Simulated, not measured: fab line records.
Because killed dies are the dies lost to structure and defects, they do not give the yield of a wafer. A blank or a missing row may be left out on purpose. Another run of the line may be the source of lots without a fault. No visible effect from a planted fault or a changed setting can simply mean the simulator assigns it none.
Chamber matching / flow n5Finfet / 4 sister chambers for N5_STI_FIN_REVEAL_ETCH_34 on rieSi-06
The step etches Si in H2, material Si, target depth 0.97 nm. 8 wafers are shown with their chamber, then 8 later ones without.

== WAFERS PAIRED WITH THEIR CHAMBERS ==
wafer=L078.3; chamber=1; throttleValvePct (%)=25.6; drypumpMotorCurrentA (A)=5.8
wafer=L078.5; chamber=0; throttleValvePct (%)=26.7; drypumpMotorCurrentA (A)=5.1
wafer=L082.1; chamber=0; throttleValvePct (%)=26.7; drypumpMotorCurrentA (A)=5.1
wafer=L082.2; chamber=3; throttleValvePct (%)=26.3; drypumpMotorCurrentA (A)=5.0
wafer=L082.4; chamber=1; throttleValvePct (%)=25.6; drypumpMotorCurrentA (A)=5.8
wafer=L084.5; chamber=3; throttleValvePct (%)=26.3; drypumpMotorCurrentA (A)=5.0
wafer=L084.6; chamber=2; throttleValvePct (%)=25.0; drypumpMotorCurrentA (A)=5.7
wafer=L087.2; chamber=2; throttleValvePct (%)=25.1; drypumpMotorCurrentA (A)=5.8

== WAFERS WHOSE CHAMBER IS MISSING ==
wafer=L087.5; throttleValvePct (%)=25.6; drypumpMotorCurrentA (A)=5.8
wafer=L087.6; throttleValvePct (%)=25.0; drypumpMotorCurrentA (A)=5.8
wafer=L095.2; throttleValvePct (%)=25.6; drypumpMotorCurrentA (A)=5.8
wafer=L095.3; throttleValvePct (%)=26.7; drypumpMotorCurrentA (A)=5.1
wafer=L095.5; throttleValvePct (%)=26.7; drypumpMotorCurrentA (A)=5.2
wafer=L096.1; throttleValvePct (%)=25.6; drypumpMotorCurrentA (A)=5.8
wafer=L096.2; throttleValvePct (%)=26.3; drypumpMotorCurrentA (A)=5.0
wafer=L096.5; throttleValvePct (%)=25.6; drypumpMotorCurrentA (A)=5.8

== EACH ONE'S CHAMBER ==
wafer=L087.5; from the rows above=1; in truth=1
wafer=L087.6; from the rows above=2; in truth=2
wafer=L095.2; from the rows above=1; in truth=1
wafer=L095.3; from the rows above=0; in truth=0
wafer=L095.5; from the rows above=0; in truth=0
wafer=L096.1; from the rows above=1; in truth=1
wafer=L096.2; from the rows above=3; in truth=3
wafer=L096.5; from the rows above=1; in truth=1
8 of 8 placed correctly. Number that these rows cannot place: 0. 0 placed wrongly.
How it was worked out, from the rows above alone: a wafer's distance from a chamber is the root of the sum, over the readings, of the square of ((its reading less the chamber's mean) divided by the reading's scatter). The wafer belongs to the nearest chamber; if the next one is less than 2 further off, it can't be placed. Each chamber's mean is taken over the wafers shown for it. The scatter: the root of (the sum of the squares of (reading less its chamber's mean) over the shown wafers, divided by (wafers less chambers)).
